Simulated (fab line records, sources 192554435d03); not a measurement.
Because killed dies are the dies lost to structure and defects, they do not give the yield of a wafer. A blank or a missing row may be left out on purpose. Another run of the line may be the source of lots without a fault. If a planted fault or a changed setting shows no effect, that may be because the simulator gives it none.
Split-lot experiment | flow n5_finfet | 7 lots, 39 wafers read, on a route of 1938 steps

== ON THE SPLIT ==
At N5_DUMMY_GATE_CVD_03 (deposits a-Si from SiH4, target thk 150 nm, time 8042 s), the setting target_thk_a was moved away from the recipe's 1500 angstrom on 18 of the 39 wafers read, by -54.0% to +18.6%. The other wafers ran this setting at the recipe's value.

The reading comes from the split's own step.

== THE READING ==
a-Si_of_DUMMY_GATE_CVD_03.thk_nm (the simulator's own value, which no gauge read), in nm, at N5_DUMMY_GATE_CVD_03 (deposits a-Si from SiH4, target thk 150 nm, time 8042 s). The file does not state a usual value for it. The 21 wafers here that ran the recipe average 150.2 nm, standard deviation 1.2 nm.

wafer  | tool, chamber at the split | target_thk_a as run, angstrom | against the recipe | a-Si_of_DUMMY_GATE_CVD_03.thk_nm, nm | against lot-mates on the recipe
L078.1 | -, -                       | 1779                          | +18.6%             | 177.6                                | no lot-mate on the recipe
L078.2 | -, -                       | 1779                          | +18.6%             | 178.4                                | no lot-mate on the recipe
L078.3 | -, -                       | 1779                          | +18.6%             | 177.8                                | no lot-mate on the recipe
L078.4 | -, -                       | 1779                          | +18.6%             | 178                                  | no lot-mate on the recipe
L078.5 | -, -                       | 1779                          | +18.6%             | 179.2                                | no lot-mate on the recipe
L078.6 | -, -                       | 1779                          | +18.6%             | 179.4                                | no lot-mate on the recipe
L084.1 | -, -                       | 1191                          | -20.6%             | 119.2                                | no lot-mate on the recipe
L084.2 | -, -                       | 1191                          | -20.6%             | 120                                  | no lot-mate on the recipe
L084.6 | -, -                       | 1191                          | -20.6%             | 120                                  | no lot-mate on the recipe
L084.3 | -, -                       | 1191                          | -20.6%             | 121.2                                | no lot-mate on the recipe
L084.4 | -, -                       | 1191                          | -20.6%             | 119.6                                | no lot-mate on the recipe
L084.5 | -, -                       | 1191                          | -20.6%             | 119.8                                | no lot-mate on the recipe
L086.1 | -, -                       | 1500                          | recipe             | 150.6                                | -
L086.4 | -, -                       | 1500                          | recipe             | 150.6                                | -
L086.2 | -, -                       | 1500                          | recipe             | 150.2                                | -
L086.3 | -, -                       | 1500                          | recipe             | 151.2                                | -
L086.5 | -, -                       | 1500                          | recipe             | 149.6                                | -
L086.6 | -, -                       | 1500                          | recipe             | 150.8                                | -
L089.1 | -, -                       | 689.5                         | -54.0%             | 69.4                                 | no lot-mate on the recipe
L089.2 | -, -                       | 689.5                         | -54.0%             | 68.8                                 | no lot-mate on the recipe
L089.3 | -, -                       | 689.5                         | -54.0%             | 70.4                                 | no lot-mate on the recipe
L089.6 | -, -                       | 689.5                         | -54.0%             | 70.4                                 | no lot-mate on the recipe
L089.4 | -, -                       | 689.5                         | -54.0%             | 68.6                                 | no lot-mate on the recipe
L089.5 | -, -                       | 689.5                         | -54.0%             | 68.6                                 | no lot-mate on the recipe
L095.1 | -, -                       | 1500                          | recipe             | 150.2                                | -
L095.2 | -, -                       | 1500                          | recipe             | 150.6                                | -
L095.3 | -, -                       | 1500                          | recipe             | 151.2                                | -
L095.4 | -, -                       | 1500                          | recipe             | 151.2                                | -
L095.5 | -, -                       | 1500                          | recipe             | 151                                  | -
L095.6 | -, -                       | 1500                          | recipe             | 151                                  | -
L096.1 | -, -                       | 1500                          | recipe             | 149                                  | -
L096.2 | -, -                       | 1500                          | recipe             | 149                                  | -
L096.3 | -, -                       | 1500                          | recipe             | 148.2                                | -
L096.6 | -, -                       | 1500                          | recipe             | 148.2                                | -
L096.4 | -, -                       | 1500                          | recipe             | 148.6                                | -
L096.5 | -, -                       | 1500                          | recipe             | 148                                  | -
L097.2 | lpcvd-01, 1/45             | 1500                          | recipe             | 151                                  | -
L097.3 | lpcvd-01, 1/50             | 1500                          | recipe             | 152.8                                | -
L097.5 | lpcvd-01, 1/59             | 1500                          | recipe             | 150.6                                | -

FIT RESULTS
A straight line over all 39 wafers: a-Si_of_DUMMY_GATE_CVD_03.thk_nm changes by +1.5 nm for each +1% of target_thk_a; r = +1.00; the points scatter about the line by 1.1 nm.
Too few moved wafers with a lot-mate on the recipe to fit a line net of each lot's own level.

== FILE'S OWN FIT ==
a-Si_of_DUMMY_GATE_CVD_03.thk_nm changes by +1.5 nm for each +1% of target_thk_a, r = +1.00.
